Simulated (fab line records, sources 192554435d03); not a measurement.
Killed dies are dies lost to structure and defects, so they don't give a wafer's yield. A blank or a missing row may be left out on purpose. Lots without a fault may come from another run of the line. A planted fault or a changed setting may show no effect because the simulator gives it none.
Which tool did it? | flow n5_finfet | 10 lots, 29 wafers sampled, at 4 steps of a route of 1938

WHAT THE GAUGES READ, wafer by wafer
N5_PMOS_HMC_CHANNEL_EPI_OVL_MEAS_10.
lot  | measured    | on         | PMOS_HMC_BLK_OVL (nm)
L329 | day 1 23:31 | overlay-02 | -0.8 0.2 0.0
L334 | day 3 05:16 | overlay-01 | 0.9 1.2 0.5
L336 | day 3 17:07 | overlay-02 | 0.3 -0.2 0.6
L337 | day 3 23:39 | overlay-02 | -1.1 -0.4 0.5
L338 | day 4 05:45 | overlay-02 | -0.1 0.1 0.1
L340 | day 4 16:56 | overlay-01 | -0.4 -0.2
L342 | day 5 06:13 | overlay-02 | 0.7 1.0 1.2
L347 | day 6 11:42 | overlay-02 | -0.8 0.4 -0.7
L350 | day 7 05:18 | overlay-01 | -0.2 -0.1 -0.4
L351 | day 7 11:16 | overlay-01 | 0.4 0.9 0.3

N5_FIN_SAQP_CD_MEAS_16: target cd 35.6 nm.
lot  | measured    | on        | cd_nm (nm)
L329 | day 2 03:46 | cd_sem-01 | 34.6 35.7 35.8
L334 | day 3 09:24 | cd_sem-03 | 34.7 35.4 35.1
L336 | day 3 22:37 | cd_sem-01 | 36.5 35.8 36.1
L337 | day 4 03:46 | cd_sem-02 | 36.2 35.9 35.8
L338 | day 4 09:59 | cd_sem-01 | 35.7 35.5 35.3
L340 | day 4 21:01 | cd_sem-03 | 35.3 35.9
L342 | day 5 10:37 | cd_sem-02 | 36.0 36.5 35.8
L347 | day 6 15:43 | cd_sem-02 | 35.7 35.8 36.1
L350 | day 7 09:23 | cd_sem-01 | 35.6 36.0 35.7
L351 | day 7 15:25 | cd_sem-01 | 34.7 35.5 35.4

WHICH TOOL RAN EACH LOT (tool, then ch and the chambers of the sampled wafers, then the start)
lot  | N5_WELL_APT_DESCUM_13             | N5_FIN_SAQP_PECVD_47
L329 | rie_diel-02 ch 1,2, day 1 20:22   | pecvd-01 ch 0,1, day 2 03:07
L334 | rie_diel-02 ch 1,2,3, day 3 01:55 | pecvd-01 ch 0,1,2, day 3 08:44
L336 | rie_diel-02 ch 0,3, day 3 13:46   | pecvd-01 ch 1,2, day 3 21:58
L337 | rie_diel-01 ch 0,1,2, day 3 19:46 | pecvd-01 ch 0,2, day 4 03:07
L338 | rie_diel-04 ch 1,2,3, day 4 02:01 | pecvd-01 ch 0,1,2, day 4 09:19
L340 | rie_diel-02 ch 1,3, day 4 13:49   | pecvd-03 ch 0,2, day 4 20:29
L342 | rie_diel-01 ch 1,3, day 5 01:52   | pecvd-04 ch 1,2, day 5 09:57
L347 | rie_diel-01 ch 0,3, day 6 08:02   | pecvd-03 ch 1,2, day 6 15:11
L350 | rie_diel-01 ch 1,2,3, day 7 02:03 | pecvd-03 ch 0,1,2, day 7 08:51
L351 | rie_diel-01 ch 1,2,3, day 7 07:40 | pecvd-03 ch 0,1,2, day 7 14:46
- N5_WELL_APT_DESCUM_13: chemistry O2, time 7.9 s.
- N5_FIN_SAQP_PECVD_47: deposits a-Si from SiH4/He, target thk 45 nm, time 36.3 s.

WHAT THE TOOLS THEMSELVES READ (means of the sampled wafers that have a number; where no wafer has one, the mark that the record gives instead)
N5_WELL_APT_DESCUM_13.
lot  | tool        | drypump_motor_current_A (A) | oes_product_au (a.u.) | rf_fwd_power_W (W) | rf_vpp_V (V) | showerhead_plenum_p_Torr (Torr) | throttle_valve_pct (%)
L329 | rie_diel-02 | 6.2                         | 0.77                  | 49.87              | 244.9        | 2.15                            | 20.63
L334 | rie_diel-02 | 6.0                         | 0.76                  | 49.62              | 244.5        | 2.15                            | 20.44
L336 | rie_diel-02 | 5.7                         | 0.75                  | 49.80              | 243.3        | 2.14                            | 20.41
L337 | rie_diel-01 | 6.1                         | 0.72                  | 49.84              | 243.6        | 2.11                            | 20.58
L338 | rie_diel-04 | 5.7                         | 0.76                  | 49.71              | 242.9        | 2.10                            | 20.59
L340 | rie_diel-02 | 5.9                         | 0.83                  | 49.60              | 244.1        | 2.16                            | 20.40
L342 | rie_diel-01 | 5.7                         | 0.79                  | 49.84              | 243.2        | 2.14                            | 20.73
L347 | rie_diel-01 | 5.7                         | 0.80                  | 49.77              | 243.2        | 2.09                            | 20.83
L350 | rie_diel-01 | 5.9                         | 0.84                  | 49.61              | 244.1        | 2.13                            | 20.51
L351 | rie_diel-01 | 5.9                         | 0.83                  | 49.52              | 244.3        | 2.13                            | 20.52

N5_FIN_SAQP_PECVD_47.
lot  | tool     | heater_power_w (W) | rf_fwd_power_W (W) | run_length_s (s) | showerhead_plenum_p_Torr (Torr) | throttle_valve_pct (%)
L329 | pecvd-01 | 866                | 99.3               | 72.8             | 5.66                            | 17.8
L334 | pecvd-01 | 861                | 99.6               | 72.7             | 5.67                            | 17.5
L336 | pecvd-01 | 894                | 99.2               | 84.3             | 5.67                            | 17.3
L337 | pecvd-01 | 882                | 99.0               | 84.3             | 5.66                            | 17.2
L338 | pecvd-01 | 836                | 99.5               | 84.1             | 5.66                            | 17.7
L340 | pecvd-03 | 888                | 98.4               | 73.0             | 5.67                            | 17.8
L342 | pecvd-04 | 798                | 98.6               | 73.0             | 5.63                            | 18.1
L347 | pecvd-03 | 850                | 98.5               | 73.1             | 5.62                            | 18.4
L350 | pecvd-03 | 876                | 98.7               | 72.9             | 5.68                            | 18.4
L351 | pecvd-03 | 924                | 98.6               | 72.8             | 5.68                            | 18.3

THE ANSWER, worked out from the rows above alone
Rule: what is usual is taken from the lots themselves. Put in order of their means at a reading, lots are off if they are a third of the lots or fewer, leave a main group of 4 or more, and stand apart from it by a gap of 3 or more times the standard deviation of the main group's means; of several such gaps the widest counts. A main group whose means are all the same, to the digits that the tables above print for the reading, isn't used. A lot without any number at a reading at which 4 lots or more have one is off too. The other lots that the step has rows for count as sound. The gauges are gone through in route order, then the tools' own readings, and for those a lot's mean is taken as printed above. The first step at which some lot is off is used, and at that step the reading that is off furthest; a lot without a number counts as furthest.
Off: L336, L337, L338, at N5_FIN_SAQP_PECVD_47 (run_length_s). The main group: mean 72.9 s, standard deviation 0.13.
A tool fits if, at that step or a process step before it, it ran every lot that is off, and no sound lot after the first of them. One fits: pecvd-01 at N5_FIN_SAQP_PECVD_47. Its last sound lot is L334 (day 3 08:44), its first lot that is off L336 (day 3 21:58): a fault that began between those two fits.
The tool's own readings at N5_FIN_SAQP_PECVD_47 bear it out: on the lots that are off they differ by more than 5 times the standard deviation of the sound lots' means. run_length_s reads 84.2 s there against 72.9 s on the sound lots.

WHAT THE SIMULATOR HAD PUT IN
Process parameter drift: pecvd-01, from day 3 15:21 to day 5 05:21, at N5_FIN_SAQP_PECVD_47. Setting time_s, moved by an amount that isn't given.
Lots struck among those shown: L336, L337, L338. The rule above found the same.
